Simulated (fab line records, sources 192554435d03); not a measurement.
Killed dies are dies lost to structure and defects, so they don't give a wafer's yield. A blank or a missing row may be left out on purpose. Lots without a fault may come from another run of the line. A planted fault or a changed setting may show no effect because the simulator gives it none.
Chamber matching | flow n5_finfet | N5_BEOL_M5_ETCH_62 on rie_diel-03: 4 sister chambers
The step etches SOC in N2/H2, target depth 75 nm, overetch 15 nm, time 112.5 s. 16 wafers are shown with their chamber, then 8 later ones without.

WAFERS WITH THEIR CHAMBER
wafer  | chamber | drypump_motor_current_A (A) | throttle_valve_pct (%) | showerhead_plenum_p_Torr (Torr)
L079.2 | 3       | 4.7                         | 17.96                  | 2.48
L079.4 | 0       | 5.2                         | 18.05                  | 2.41
L079.5 | 0       | 5.3                         | 18.05                  | 2.41
L080.3 | 2       | 5.4                         | 18.08                  | 2.67
L080.5 | 0       | 5.2                         | 18.08                  | 2.40
L080.6 | 1       | 5.9                         | 17.69                  | 2.57
L081.1 | 2       | 5.4                         | 18.07                  | 2.67
L081.3 | 3       | 4.7                         | 17.98                  | 2.47
L081.5 | 1       | 5.9                         | 17.70                  | 2.57
L083.2 | 3       | 4.7                         | 17.97                  | 2.47
L083.5 | 1       | 5.9                         | 17.70                  | 2.57
L083.6 | 3       | 4.8                         | 17.97                  | 2.47
L086.1 | 2       | 5.4                         | 18.09                  | 2.67
L086.2 | 3       | 4.7                         | 17.98                  | 2.47
L086.3 | 1       | 5.9                         | 17.70                  | 2.57
L090.3 | 0       | 5.2                         | 17.67                  | 2.72

SIGNATURES (means of the wafers above)
reading                  | chamber 0 | chamber 1 | chamber 2 | chamber 3 | scatter within a chamber
drypump_motor_current_A  | 5.225     | 5.900     | 5.400     | 4.720     | 0.0359
throttle_valve_pct       | 17.9625   | 17.6975   | 18.0800   | 17.9720   | 0.098
showerhead_plenum_p_Torr | 2.4850    | 2.5700    | 2.6700    | 2.4720    | 0.0784
Rule: a wafer's distance from a chamber is the root of the sum, over the readings, of the square of ((its reading less the chamber's mean) divided by the reading's scatter). The wafer belongs to the nearest chamber; if the next one is less than 2 further off, it can't be placed. The scatter: the root of (the sum of the squares of (reading less its chamber's mean) over the shown wafers, divided by (wafers less chambers)).

WAFERS WITHOUT THEIR CHAMBER
wafer  | drypump_motor_current_A (A) | throttle_valve_pct (%) | showerhead_plenum_p_Torr (Torr)
L090.5 | 5.9                         | 17.72                  | 2.56
L090.6 | 5.4                         | 18.11                  | 2.66
L093.1 | 6.0                         | 17.72                  | 2.56
L093.3 | 5.4                         | 18.10                  | 2.66
L093.6 | 5.9                         | 17.74                  | 2.56
L095.3 | 5.9                         | 17.73                  | 2.56
L095.4 | 5.9                         | 17.73                  | 2.56
L095.5 | 5.2                         | 17.67                  | 2.71

WHICH CHAMBER EACH WENT THROUGH
wafer  | from the rows above | in truth
L090.5 | 1                   | 1
L090.6 | 2                   | 2
L093.1 | 1                   | 1
L093.3 | 2                   | 2
L093.6 | 1                   | 1
L095.3 | 1                   | 1
L095.4 | 1                   | 1
L095.5 | 0                   | 0
Placed correctly: 8 of 8. Can't be placed from these rows: 0. Placed wrongly: 0.
